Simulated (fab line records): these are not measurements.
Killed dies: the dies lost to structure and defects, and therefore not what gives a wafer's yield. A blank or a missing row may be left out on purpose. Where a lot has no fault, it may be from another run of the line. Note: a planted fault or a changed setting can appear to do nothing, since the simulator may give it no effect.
fab line records -- flow n5_finfet -- part 2 of 2: steps 20 to 24 of 24
[record] lots = 5, wafers = 15, last_day = 17
route steps=1938 shown MOL_CONTACT_COAG@595
lots that met no fault: taken from a fault-free run of the same line
start_h: hours from the record's first day to the start of the lot's first wafer shown -- wait_h: hours since the lot's step before -- " repeats the value in the row above -- L1.1+2: several wafers, shown together as one row -- - value missing, or start not given -- * or withheld: withheld -- < > ~ a bound
route shown NAME@n: names a module that has steps shown in the file, with the first one's number in the route -- usual: mean and standard deviation over wafers with no fault -- same: alike in all rows -- chamber/n: place in a boat -- sites: readings site by site -- _std_site: the standard deviation of these -- _edge_site: outer sites' mean less inner sites' -- radius_mm: how far each site lies from the wafer's centre -- mask NAME#n: copy n -- behind: the most recent tool/chamber to have shaped the wafer -- hold: why the lot was held/for how many hours/how that ended -- device: names the non-switching transistor (n, p or np) -- end of line: tests run on the same wafers once the route is complete -- a step with no rows: only its recipe -- killed: dies that structure and defects cost at the first sort, which is not the same as the wafer's yield -- map: dies across one wafer; x = killed, . = not, _ = none there
set.NAME: the setting that was run; set.NAME@STEP: the one run at that earlier step -- model.NAME: the simulator's own value behind a step, which no gauge read
certain route steps with their lots: each step a table, each wafer a row
services: from which hour (start_h, from the record's first day; less than 0 if before it) a tool's chamber was out of use, for how many hours, and why
[[steps]]
[step N5_MOL_CONTACT_COAG_STRIP_120]
[recipe] chemistry = CHF3, resist = SiARC, rf_frequency_hz = 6e+07
lot.wafer,tool,chamber,start_h,wait_h
L075.1+3+6,rie_diel-01,"1,3,3",106.83,0.0
L079.2+3+4,rie_diel-06,"1,0,3",131.29,0.0
L087.1+2+5,rie_diel-02,"3,1,3",178.74,0.0
L093.3+5+6,rie_diel-01,"0,1,2",214.83,0.0
L096.4+5+6,rie_diel-06,"1,2,1",230.05,0.0
[step N5_MOL_CONTACT_COAG_VIA_ETCH_117]
[recipe] chemistry = C4F6/O2, target_depth_a = 400, overetch_a = 80, mask_material = SOC, target = SiO2, bias_w = 455, pressure_mtorr = 10, time_s = 26, source_w = 325, Ar_flow_sccm = 300, C4F6_flow_sccm = 10, O2_flow_sccm = 10, ion_energy_ev = 575.3, ends = end_point
[usual] O2_flow_sccm = 9.999/0.03, drypump_motor_current_A = 5.7/0.44, oes_product_au = 0.71/0.077, rf_vpp_V = 1586/11, showerhead_plenum_p_Torr = 2.84/0.12, throttle_valve_pct = 41.17/0.24
lot.wafer,tool,chamber,start_h,wait_h,O2_flow_sccm,drypump_motor_current_A,oes_product_au,rf_hours_counter_h,rf_vpp_V,showerhead_plenum_p_Torr,throttle_valve_pct
L075.1,rie_diel-01,1,106.84,0.0,9.979,5.3,0.73,101,1570,2.75,41.20
L075.3,rie_diel-01,3,106.84,0.0,10.046,5.6,0.62,243,1586,2.92,41.46
L075.6,rie_diel-01,3,106.84,0.0,10.004,5.6,0.61,-,1586,2.92,41.46
L079.2,rie_diel-06,1,131.30,0.0,9.979,6.3,0.63,243,1565,2.69,41.23
L079.3,rie_diel-06,0,131.30,0.0,10.001,5.6,0.76,53,1594,3.01,40.96
L079.4,rie_diel-06,3,131.30,0.0,9.978,6.3,0.84,16,1603,2.79,41.01
L087.1,rie_diel-02,3,178.75,0.0,10.000,5.7,0.66,195,1581,2.82,40.67
L087.2,rie_diel-02,1,178.75,0.0,10.002,5.4,0.72,93,1590,2.98,41.21
L087.5,rie_diel-02,3,178.75,0.0,9.984,5.7,0.66,-,1581,2.82,40.68
L093.3,rie_diel-01,0,214.84,0.0,9.987,5.0,0.62,241,1577,2.68,40.97
L093.5,rie_diel-01,1,214.84,0.0,10.005,5.3,0.70,-,1569,2.73,41.22
L093.6,rie_diel-01,2,214.84,0.0,9.985,4.9,0.65,-,1567,2.61,41.47
L096.4,rie_diel-06,1,230.06,0.0,10.046,6.3,0.82,21,1590,3.02,41.32
L096.5,rie_diel-06,2,230.06,0.0,9.904,5.9,0.61,-,1585,2.82,41.48
L096.6,rie_diel-06,1,230.06,0.0,10.047,6.3,0.82,-,1589,3.02,41.30
[step N5_MOL_CONTACT_COAG_ETCH_124]
[recipe] chemistry = CH3F/O2, target = SiNx, target_depth_a = 65, mask_material = SOC, stop_on = SiOC, over_etch_frac = 0.3, ion_energy_ev = 120, pressure_mtorr = 30, source_w = 395, bias_w = 73, Ar_flow_sccm = 150, CH3F_flow_sccm = 30, O2_flow_sccm = 20, ends = end_point
[usual] O2_flow_sccm = 19.99/0.06, drypump_motor_current_A = 5.7/0.44, oes_product_au = 0.67/0.075, rf_vpp_V = 297.2/2.1, showerhead_plenum_p_Torr = 2.00/0.09, throttle_valve_pct = 16.40/0.19
lot.wafer,tool,chamber,start_h,wait_h,O2_flow_sccm,drypump_motor_current_A,oes_product_au,rf_hours_counter_h,rf_vpp_V,showerhead_plenum_p_Torr,throttle_valve_pct
L075.1,rie_diel-01,1,106.87,0.0,19.98,5.3,0.70,101,294.4,1.93,16.43
L075.3,rie_diel-01,3,106.87,0.0,19.96,5.6,0.58,243,298.4,2.06,16.66
L075.6,rie_diel-01,3,106.87,0.0,19.90,5.6,0.57,-,296.2,2.06,16.68
L079.2,rie_diel-06,1,131.33,0.0,20.02,6.3,0.59,243,292.4,1.89,16.77
L079.3,rie_diel-06,0,131.33,0.0,19.96,5.6,0.73,53,299.0,2.12,16.22
L079.4,rie_diel-06,3,131.33,0.0,19.98,6.3,0.80,16,299.7,1.96,16.09
L087.1,rie_diel-02,3,178.80,0.0,20.01,5.7,0.62,195,295.7,1.98,16.13
L087.2,rie_diel-02,1,178.80,0.0,19.83,5.4,0.69,93,298.2,2.10,16.53
L087.5,rie_diel-02,3,178.80,0.0,20.04,5.7,0.63,-,296.3,1.98,16.15
L093.3,rie_diel-01,0,214.87,0.0,20.00,5.0,0.59,241,297.6,1.88,16.42
L093.5,rie_diel-01,1,214.87,0.0,20.02,5.3,0.66,-,294.2,1.92,16.50
L093.6,rie_diel-01,2,214.87,0.0,19.95,4.9,0.61,-,292.8,1.83,16.58
L096.4,rie_diel-06,1,230.09,0.0,19.97,6.3,0.78,21,298.8,2.13,16.37
L096.5,rie_diel-06,2,230.09,0.0,19.96,5.9,0.58,-,297.4,1.98,16.59
L096.6,rie_diel-06,1,230.09,0.0,19.99,6.3,0.78,-,299.2,2.13,16.37
[step N5_MOL_CONTACT_COAG_ETCH_48]
[recipe] chemistry = C4F6/O2, target_depth_a = 150, overetch_a = 45, mask_material = SOC, target = SiOC, bias_w = 465, pressure_mtorr = 10, time_s = 17, source_w = 335, Ar_flow_sccm = 300, C4F6_flow_sccm = 10, O2_flow_sccm = 10, ion_energy_ev = 576
[usual] O2_flow_sccm = 9.999/0.029, drypump_motor_current_A = 5.7/0.44, oes_product_au = 0.66/0.082, rf_vpp_V = 1588/11, showerhead_plenum_p_Torr = 2.84/0.12, throttle_valve_pct = 40.71/0.24
lot.wafer,tool,chamber,start_h,wait_h,O2_flow_sccm,drypump_motor_current_A,oes_product_au,rf_hours_counter_h,rf_vpp_V,showerhead_plenum_p_Torr,throttle_valve_pct
L075.1,rie_diel-01,1,106.91,0.0,9.992,5.3,0.66,101,1573,2.75,40.74
L075.3,rie_diel-01,3,106.91,0.0,9.959,5.6,0.54,243,1588,2.92,40.97
L075.6,rie_diel-01,3,106.91,0.0,10.051,5.6,0.55,-,1588,2.92,40.95
L079.2,rie_diel-06,1,131.37,0.0,9.996,6.3,0.60,243,1566,2.69,40.77
L079.3,rie_diel-06,0,131.37,0.0,10.015,5.6,0.72,53,1595,3.01,40.54
L079.4,rie_diel-06,3,131.37,0.0,10.021,6.3,0.75,16,1603,2.79,40.53
L087.1,rie_diel-02,3,178.86,0.0,10.013,5.7,0.64,195,1583,2.82,40.21
L087.2,rie_diel-02,1,178.86,0.0,9.988,5.4,0.67,93,1591,2.98,40.77
L087.5,rie_diel-02,3,178.86,0.0,9.982,5.8,0.60,-,1583,2.82,40.21
L093.3,rie_diel-01,0,214.91,0.0,10.021,5.1,0.60,241,1580,2.68,40.51
L093.5,rie_diel-01,1,214.91,0.0,9.964,5.3,0.67,-,1573,2.73,40.79
L093.6,rie_diel-01,2,214.91,0.0,9.974,4.9,0.64,-,1570,2.61,41.02
L096.4,rie_diel-06,1,230.13,0.0,10.013,6.3,0.76,21,1592,3.02,40.85
L096.5,rie_diel-06,2,230.13,0.0,9.974,5.9,0.59,-,1587,2.82,41.02
L096.6,rie_diel-06,1,230.13,0.0,10.053,6.3,0.76,-,1591,3.02,40.84
[step N5_MOL_CONTACT_COAG_STRIP_72]
[recipe] chemistry = N2/H2, power_w = 450, temp_c = 40, pressure_mtorr = 20, rf_frequency_hz = 6e+07, overash_fraction = 3, bias_power_w = 7, h2_frac = 0.5, n2_flow_sccm = 200, h2_flow_sccm = 200
[usual] drypump_motor_current_A = 5.7/0.44, oes_product_au = 0.78/0.092, rf_vpp_V = 59.4/2, showerhead_plenum_p_Torr = 2.54/0.11, throttle_valve_pct = 23.76/0.23
lot.wafer,tool,chamber,start_h,wait_h,drypump_motor_current_A,oes_product_au,rf_hours_counter_h,rf_vpp_V,showerhead_plenum_p_Torr,throttle_valve_pct
L075.1,rie_diel-01,1,106.96,0.0,5.3,0.81,101,55.3,2.46,23.89
L075.3,rie_diel-01,3,106.96,0.0,5.6,0.66,243,59.1,2.61,23.94
L075.6,rie_diel-01,3,106.96,0.0,5.6,0.67,-,57.4,2.61,23.87
L079.2,rie_diel-06,1,131.42,0.0,6.4,0.69,243,54.3,2.39,24.10
L079.3,rie_diel-06,0,131.42,0.0,5.6,0.87,53,57.5,2.68,23.51
L079.4,rie_diel-06,3,131.42,0.0,6.3,0.95,16,61.6,2.49,23.37
L087.1,rie_diel-02,3,178.94,0.1,5.7,0.72,195,60.1,2.52,23.52
L087.2,rie_diel-02,1,178.94,0.1,5.4,0.82,93,62.9,2.68,24.00
L087.5,rie_diel-02,3,178.94,0.1,5.7,0.73,-,58.3,2.52,23.46
L093.3,rie_diel-01,0,214.97,0.0,5.0,0.68,241,59.9,2.40,23.74
L093.5,rie_diel-01,1,214.97,0.0,5.3,0.79,-,59.2,2.44,23.94
L093.6,rie_diel-01,2,214.97,0.0,4.9,0.72,-,60.4,2.32,23.95
L096.4,rie_diel-06,1,230.18,0.0,6.4,0.92,21,59.5,2.70,23.83
L096.5,rie_diel-06,2,230.18,0.0,5.9,0.68,-,57.8,2.51,24.04
L096.6,rie_diel-06,1,230.18,0.0,6.4,0.90,-,59.9,2.70,23.87
[[services]]
tool,chamber,start_h,hours,kind
euv_scanner-01,-,89.02,0.2,repair
euv_scanner-01,-,90.95,27.8,repair
rie_diel-02,2,95.57,12.9,repair
euv_scanner-01,-,118.77,1.0,pm
rie_diel-01,3,126.25,-,clean
rie_diel-01,3,126.25,-,consumable_replace:focus_ring
rie_diel-01,3,126.25,31.0,scheduled_down
rie_diel-01,3,126.25,31.0,vent_cycle
euv_scanner-02,-,128.94,1.6,repair
rie_diel-06,1,152.17,-,clean
rie_diel-06,1,152.17,-,consumable_replace:focus_ring
rie_diel-06,1,152.17,-,consumable_replace:showerhead
rie_diel-06,1,152.17,15.1,scheduled_down
rie_diel-06,1,152.17,15.1,vent_cycle
euv_scanner-01,-,160.90,1.0,pm
euv_scanner-01,-,163.03,5.8,pm
rie_diel-02,2,170.33,32.7,repair
euv_scanner-02,-,186.44,1.0,pm
rie_diel-01,1,192.44,4.1,repair
ald_sin-04,-,198.23,0.9,repair
ald_sin-04,-,199.45,0.7,repair
ald_sin-04,-,206.46,6.1,pm
euv_scanner-01,-,217.07,1.0,pm
euv_scanner-02,-,222.93,4.6,pm
